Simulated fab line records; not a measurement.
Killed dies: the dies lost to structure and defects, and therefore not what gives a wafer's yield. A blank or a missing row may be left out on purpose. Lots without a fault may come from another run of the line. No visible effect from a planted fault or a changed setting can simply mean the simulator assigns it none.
A lot that was struck, set against a sound lot	flow n5_finfet	16 steps out of a route of 1938
Sound: wafers L161.3, L161.4, L161.6. Struck: wafer L168.4 (left out: L168.5, L168.6 of the same lot, which were not struck); the cause appears at the end.
For every step that has rows: the tool of each side, followed by ch and its chambers, followed by its first start. Under that, the readings that differ: sound wafers	struck wafers	difference of the means	sigmas: that difference in standard deviations of wafers without a fault.
alike: readings with means less than 2 such deviations apart, plus words and numbers identical on both sides. not compared: withheld readings, readings lacking a value on some wafer, bounds such as >300 that could conceal the same value, and numbers that have no deviation in the record and whose values overlap.
A row with sigmas, a row that says differs or no value, or rows on one side alone: a step with any of these is where the two part. Numbers that don't overlap but have no deviation are shown without sigmas and don't part them. A reading that every wafer of one side lacks parts them only if that side has two wafers or more.

N5_GATE_CUT_ETCH_19: etches SiNx in CH3F/O2, target depth 53.7 nm, time 76.7 s.
  sound on rie_diel-02 ch 1,2,3, day 6 09:01; struck on rie_diel-05 ch 0, day 8 00:29
  alike: drypump_motor_current_A, etch_rf_on_time_s, oes_product_au, rf_vpp_V, showerhead_plenum_p_Torr, throttle_valve_pct
  not compared: rf_hours_counter_h
N5_GATE_CUT_CUT_ETCH_53: etches W in SF6/Cl2, target depth 79.2 nm.
  sound on rie_metal-01 ch 0,1, day 6 09:08; struck on rie_metal-02 ch 1, day 8 00:37
  alike: drypump_motor_current_A, etch_rf_on_time_s, oes_product_au, throttle_valve_pct
  not compared: rf_hours_counter_h
N5_GATE_CUT_CUT_ETCH_54: etches TiN in Cl2/BCl3, target depth 96.7 nm.
  sound on rie_metal-01 ch 0,1, day 6 09:12; struck on rie_metal-02 ch 1, day 8 00:40
  alike: drypump_motor_current_A, etch_rf_on_time_s, oes_product_au, throttle_valve_pct
  not compared: rf_hours_counter_h
then, 4 steps without rows for these wafers: N5_GATE_CUT_CUT_ETCH_55 (etches HfO2 in BCl3, target depth 3.2 nm); N5_GATE_CUT_ETCH_47 (etches SiO2 in Cl2/BCl3, target depth 10 nm); N5_GATE_CUT_VAPOR_ETCH_48 (etches TiN in BCl3/Cl2); N5_GATE_CUT_VAPOR_ETCH_49 (etches TiAlC in BCl3/Cl2).
N5_GATE_CUT_VAPOR_ETCH_51: etches HfO2 in BCl3/Cl2.
  sound on rie_metal-01 ch 0,1, day 6 09:22; struck on rie_metal-02 ch 1, day 8 00:50
  alike: drypump_motor_current_A, oes_product_au
then, 3 steps without rows for these wafers: N5_GATE_CUT_STRIP_21 (strips in N2/H2, time 30 s); N5_GATE_CUT_STRIP_29 (strips in post etch residue remover, time 60 s); N5_GATE_CUT_SRD_52 (time 30 s).
N5_GATE_CUT_ALD_22: deposits SiNx, target thk 16 nm, pulse time 1 s, ald cycles 320.
  sound on ald_sin-01 ch 0,1,3, day 6 09:34; struck on ald_sin-01 ch 0, day 8 01:02
  alike: heater_power_w, precursor_pulse_height_rel
N5_GATE_CUT_CMP_23: polishes, stops on SiO2, t overpolish 23.4 s, target thk 16 nm.
  sound on cmp-01 ch 0,2,3, day 6 11:06; struck on cmp-03 ch 3, day 8 02:38
reading	sound	struck	difference	sigmas
time_to_endpoint_s (s)	15.9 20.7 18.5	9.6	-8.8	-5
model.SiNx_of_GATE_CUT_ALD_22.thk_nm (nm)	16 16 16	14.4	-1.6	
  alike: motor_current_A, overpolish_run_s, retaining_ring_pressure_frac
N5_GATE_CUT_THK_MEAS_24:
  sound on film_metro-02 at day 6 11:21; struck on film_metro-01 at day 8 02:50
  alike: GC_FILL_THK
-- the record jumps here: 4 days lie between the struck wafers' starts before and after (it left off in module GATE_CUT and takes up again in module BEOL_M4, whose first step shown is number 1111 of the route) --
N5_BEOL_M4_RC_MEAS_101:
  sound on prober-02 ch 0, day 10 18:48; struck on prober-02 ch 0, day 12 13:22
  alike: DIBL_N, DIBL_P, IOFF_N, IOFF_P, ION_N, ION_P, SS_N, SS_P, VT_N, VT_P
-- here the record skips 4 days between the struck wafers' starts before and after, leaving off in module BEOL_M4 and picking up in module PASSIVATION (first step shown: number 1936 of the route) --
N5_PASSIVATION_PROBE_49:
  sound on prober-01 at day 15 11:30; struck on prober-02 at day 16 15:49
reading	sound	struck	difference	sigmas
killed_at_M0_to_M3	37 59 36	23	-21	-2
  alike: defect_limited_yield, killed_at_M4_up, killed_at_contacts, killed_at_front_end, killed_at_other, killed_dies, killed_open, killed_short, sort_bin_5_function, sort_bin_6_memory, sort_n_pass, sort_yield_pct

## WHERE THEY PART
First at N5_GATE_CUT_CMP_23; last, within this record, at N5_PASSIVATION_PROBE_49.

WHY: what the simulator had put in
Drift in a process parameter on cmp-03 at N5_GATE_CUT_CMP_23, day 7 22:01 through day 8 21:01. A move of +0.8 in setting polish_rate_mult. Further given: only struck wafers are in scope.
